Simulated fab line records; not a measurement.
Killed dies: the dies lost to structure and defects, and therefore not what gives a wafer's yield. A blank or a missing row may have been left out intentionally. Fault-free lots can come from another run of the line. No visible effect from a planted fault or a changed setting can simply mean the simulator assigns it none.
A single fault, viewed from 2 desks || flow n5_finfet || every desk sees just its own numbers, and what lay behind them comes last

AT THE METROLOGY DESK
What the gauges read for every lot (on any tool): the sampled wafers with a number, averaged. If a lot's mean is further than 4 standard deviations from the usual mean, the lot is out of limits and carries the mark OUT (the distance appears in the brackets). Readings shown: 7 of its 12, picked as those furthest out on some lot.
Columns: A = M0_CORE_OVL at N5_BEOL_M0_SAQP_OVL_MEAS_15, usual 0.0 nm; B = DIBL_N at N5_BEOL_M4_RC_MEAS_101, usual 37.2 mV/V; C = DIBL_P at N5_BEOL_M4_RC_MEAS_101, usual 38 mV/V; D = IOFF_N at N5_BEOL_M4_RC_MEAS_101, usual 0.17 nA/um; E = IOFF_P at N5_BEOL_M4_RC_MEAS_101, usual 0.24 nA/um; F = SS_P at N5_BEOL_M4_RC_MEAS_101, usual 73.6 mV/dec; G = VT_P at N5_BEOL_M4_RC_MEAS_101, usual -249 mV
{"lot": "L600", "first seen here": "day 6 09:01", "A": 0.2, "B": 37.7, "C": 40, "D": 0.19, "E": 0.26, "F": 74.4, "G": -249}
{"lot": "L602", "first seen here": "day 6 12:16", "A": -0.7, "B": 37.8, "C": 38, "D": 0.16, "E": 0.24, "F": 73.6, "G": -246}
{"lot": "L601", "first seen here": "day 6 15:41", "A": 0.3, "B": 37.7, "C": 38, "D": 0.17, "E": 0.27, "F": 74.1, "G": -248}
{"lot": "L603", "first seen here": "day 6 20:34", "A": 0.3, "B": 38.5, "C": 39, "D": 0.18, "E": 0.25, "F": 74.2, "G": -249}
{"lot": "L605", "first seen here": "day 7 04:39", "A": 0.2, "B": 37.4, "C": 37, "D": 0.18, "E": 0.24, "F": 73.6, "G": -250}
{"lot": "L610", "first seen here": "day 8 18:06", "A": -0.7, "B": "-", "C": "-", "D": "-", "E": "-", "F": "-", "G": "-"}
{"lot": "L611", "first seen here": "day 8 19:17", "A": -0.5, "B": "-", "C": "-", "D": "-", "E": "-", "F": "-", "G": "-"}
{"lot": "L612", "first seen here": "day 9 01:58", "A": -0.2, "B": "-", "C": "-", "D": "-", "E": "-", "F": "-", "G": "-"}
{"lot": "L613", "first seen here": "day 9 02:52", "A": -1.4, "B": 40.4, "C": 44, "D": 0.25, "E": 0.37, "F": 75.3, "G": -239}
{"lot": "L614", "first seen here": "day 9 12:28", "A": -0.1, "B": 37.0, "C": 38, "D": 0.17, "E": 0.25, "F": 73.8, "G": -249}
{"lot": "L615", "first seen here": "day 9 16:11", "A": 0.2, "B": 37.2, "C": 36, "D": 0.16, "E": 0.22, "F": 73.2, "G": -249}
{"lot": "L616", "first seen here": "day 10 01:02", "A": -0.2, "B": 35.8, "C": 37, "D": 0.14, "E": 0.22, "F": 73.4, "G": -249}
{"lot": "L617", "first seen here": "day 10 02:08", "A": -0.2, "B": 35.6, "C": 37, "D": 0.15, "E": 0.22, "F": 72.5, "G": -250}
{"lot": "L619", "first seen here": "day 10 19:47", "A": 0.3, "B": 37.2, "C": 39, "D": 0.17, "E": 0.23, "F": 73.7, "G": -251}
{"lot": "L621", "first seen here": "day 11 06:26", "A": 0.3, "B": 32.9, "C": 34, "D": 0.12, "E": 0.16, "F": 72.1, "G": -254}
This desk found nothing out of limits on any of the 15 lots.

THE TOOL OWNER'S DESK: rie_diel-03
The tool's own readings at N5_BEOL_M0_SAQP_SPACER1_ETCHBACK_99 (etches SiO2 in CHF3/O2, target depth 15.4 nm, time 7.7 s): means of the sampled wafers that have a number, for each lot that ran on this tool. If a lot's mean is further than 4 standard deviations from the usual mean, the lot is out of limits and carries the mark OUT (the distance appears in the brackets).
Columns: A = CHF3_flow_sccm at N5_BEOL_M0_SAQP_SPACER1_ETCHBACK_99, usual 50.01 sccm; B = O2_flow_sccm at N5_BEOL_M0_SAQP_SPACER1_ETCHBACK_99, usual 5.000 sccm; C = drypump_motor_current_A at N5_BEOL_M0_SAQP_SPACER1_ETCHBACK_99, usual 5.9 A; D = oes_product_au at N5_BEOL_M0_SAQP_SPACER1_ETCHBACK_99, usual 0.82 a.u.; E = rf_vpp_V at N5_BEOL_M0_SAQP_SPACER1_ETCHBACK_99, usual 525 V; F = showerhead_plenum_p_Torr at N5_BEOL_M0_SAQP_SPACER1_ETCHBACK_99, usual 2.43 Torr; G = throttle_valve_pct at N5_BEOL_M0_SAQP_SPACER1_ETCHBACK_99, usual 18.81 %
{"lot": "L603", "first seen here": "day 6 22:50", "A": 50.05, "B": 4.988, "C": 6.4, "D": 0.86, "E": 533, "F": 2.47, "G": 18.81}
{"lot": "L613", "first seen here": "day 9 06:58", "A": 49.90, "B": 5.002, "C": 6.1, "D": 0.79, "E": 533, "F": 2.41, "G": 18.84}
{"lot": "L614", "first seen here": "day 9 14:31", "A": 50.04, "B": 4.988, "C": 6.1, "D": 0.79, "E": 532, "F": 2.41, "G": 18.84}
{"lot": "L617", "first seen here": "day 10 03:34", "A": 50.00, "B": 4.993, "C": 6.3, "D": 0.84, "E": 514, "F": 2.52, "G": 18.84}
{"lot": "L619", "first seen here": "day 10 21:33", "A": 50.05, "B": 5.009, "C": 6.3, "D": 0.79, "E": 523, "F": 2.46, "G": 18.86}
This desk found nothing out of limits on any of the 5 lots.

TAKEN TOGETHER
From the metrology desk's view, nothing was out of limits.
Nothing out of limits was seen by the tool owner's desk.

WHAT HAD BEEN PUT IN BY THE SIMULATOR
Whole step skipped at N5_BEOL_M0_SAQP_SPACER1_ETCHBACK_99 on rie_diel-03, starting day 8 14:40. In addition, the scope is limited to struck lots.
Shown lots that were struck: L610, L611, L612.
